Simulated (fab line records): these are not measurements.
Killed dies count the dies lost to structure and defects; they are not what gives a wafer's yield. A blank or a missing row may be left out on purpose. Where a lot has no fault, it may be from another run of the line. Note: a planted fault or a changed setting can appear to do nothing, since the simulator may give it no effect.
A single fault, viewed from 2 desks	flow n5 finfet	what lay behind the numbers comes last; until then each desk has only its own

## THE TOOL OWNER'S DESK: litho track-02
The tool's own readings at N5_BEOL_M1_COAT_05 (resist thk 30 nm): means of the sampled wafers that have a number, for each lot that ran on this tool. Any lot whose mean is over 4 standard deviations away from the usual mean is out of limits and marked OUT; that distance is given in the brackets.
Columns: A = exhaust pa at N5_BEOL_M1_COAT_05, usual 44.9 Pa; B = spin speed rpm at N5_BEOL_M1_COAT_05, usual 1500.0 rpm
lot	first seen here	A	B
L678	day 7 23:08	45.7	1545.8 (+42) OUT
L683	day 9 02:31	44.8	1544.4 (+40) OUT
L693	day 11 13:13	43.9	1499.6
This desk's verdict: out of limits on L678, L683, starting with L678 at day 7 23:08 (spin speed rpm at N5_BEOL_M1_COAT_05). L693: within limits.

## FROM THE METROLOGY DESK
Means of the sampled wafers that have a number, per lot and without regard to the tool the lot ran on: this is what the gauges read. Any lot whose mean is over 4 standard deviations away from the usual mean is out of limits and marked OUT; that distance is given in the brackets. Shown here are 7 of its 10 readings, the ones lying furthest out on some lot.
Columns: A = DIBL_P at N5_BEOL_M4_RC_MEAS_101, usual 36.5 mV/V; B = IOFF_N at N5_BEOL_M4_RC_MEAS_101, usual 0.17 nA/um; C = IOFF_P at N5_BEOL_M4_RC_MEAS_101, usual 0.22 nA/um; D = ION_N at N5_BEOL_M4_RC_MEAS_101, usual 677 uA/um; E = ION_P at N5_BEOL_M4_RC_MEAS_101, usual 463 uA/um; F = VT_N at N5_BEOL_M4_RC_MEAS_101, usual 249 mV; G = VT_P at N5_BEOL_M4_RC_MEAS_101, usual -250 mV
lot	first seen here	A	B	C	D	E	F	G
L678	day 9 20:07	37.2	0.18	0.22	685	466	247	-249
L683	day 11 03:34	34.5	0.16	0.22	666	457	250	-251
L690	day 12 10:41	37.8	0.20	0.29	695	485	245	-242
L693	day 14 01:14	39.1	0.21	0.29	684	473	244	-244
This desk's verdict: no lot among the 4 shows anything out of limits.

## TAKEN TOGETHER
The tool owner's desk could have raised an alarm at day 7 23:08, on L678, L683.
Nothing out of limits was seen by the metrology desk.
The metrology desk has L678, L683 on record, within its limits.
N5_BEOL_M1_COAT_05 was run on litho track-02 by each of the lots named.

## WHAT THE SIMULATOR HAD PUT IN
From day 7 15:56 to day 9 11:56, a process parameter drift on litho track-02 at N5_BEOL_M1_COAT_05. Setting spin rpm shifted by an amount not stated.
Struck lots among those shown: L678, L683.
Time in hours from fault onset to the first out-of-limits reading at each desk: the tool owner's desk, 7.
